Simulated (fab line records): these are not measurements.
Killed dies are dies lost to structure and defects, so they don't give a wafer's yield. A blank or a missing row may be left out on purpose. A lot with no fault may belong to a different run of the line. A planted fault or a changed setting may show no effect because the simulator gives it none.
The tool behind it: which one? | flow nand harc | at 1 step of a route of 1302, 13 lots with 39 wafers sampled

WHAT THE GAUGES READ, wafer by wafer
NHARC_P_BONDPAD_CD_MEAS_09: target cd 500 nm.
lot  | measured     | on        | cd nm (nm)
L740 | day 6 17:36  | cd sem-03 | 501.1 502.4 502.5
L741 | day 6 21:04  | cd sem-02 | 502.1 501.3 502.1
L742 | day 7 09:52  | cd sem-03 | 501.8 506.1 504.2
L744 | day 8 07:25  | cd sem-02 | 503.6 506.3 503.2
L745 | day 8 20:35  | cd sem-03 | 502.9 503.4 498.7
L749 | day 10 15:55 | cd sem-03 | 501.9 502.5 504.8
L751 | day 11 07:56 | cd sem-03 | 501.1 500.7 501.5
L752 | day 11 10:45 | cd sem-01 | 505.3 505.9 505.0
L755 | day 12 17:55 | cd sem-03 | 500.8 500.3 505.5
L758 | day 14 02:51 | cd sem-02 | 499.3 502.4 502.1
L760 | day 14 22:27 | cd sem-03 | 503.4 501.1 500.7
L762 | day 15 19:59 | cd sem-03 | 500.9 505.8 503.4
L763 | day 16 11:16 | cd sem-02 | 500.6 501.1 502.4

WHAT TOOL EACH LOT RAN ON (gives the tool, then ch and the chambers of the sampled wafers, and finally the start)
There is no process step in the record ahead of these readings.

AS READ BY THE TOOLS THEMSELVES (means over the sampled wafers that have a number; for cases with no such wafer, the mark the record gives instead)
The record holds no such reading with a usual standard deviation.

THE ANSWER, worked out from the rows above alone
Rule: the usual values come from the lots themselves. Put in order of their means at a reading, lots are off if they are a third of the lots or fewer, leave a main group of 4 or more, and stand apart from it by a gap of 3 or more times the standard deviation of the main group's means; of several such gaps the widest counts. If all means in a main group match to the digits the tables above print for the reading, that group is not used. Also off: a lot with no number at a reading for which 4 or more lots have one. All remaining lots with rows at the step are treated as sound. Order of review: gauges by route order, followed by the tools' own readings, for which a lot's mean as printed above is used. At the first step where some lot is off, the reading lying furthest off is the one used; lots without a number count as furthest.
No lot is off at any reading shown: from this, nothing can be told.

WHAT THE SIMULATOR HAD PUT IN
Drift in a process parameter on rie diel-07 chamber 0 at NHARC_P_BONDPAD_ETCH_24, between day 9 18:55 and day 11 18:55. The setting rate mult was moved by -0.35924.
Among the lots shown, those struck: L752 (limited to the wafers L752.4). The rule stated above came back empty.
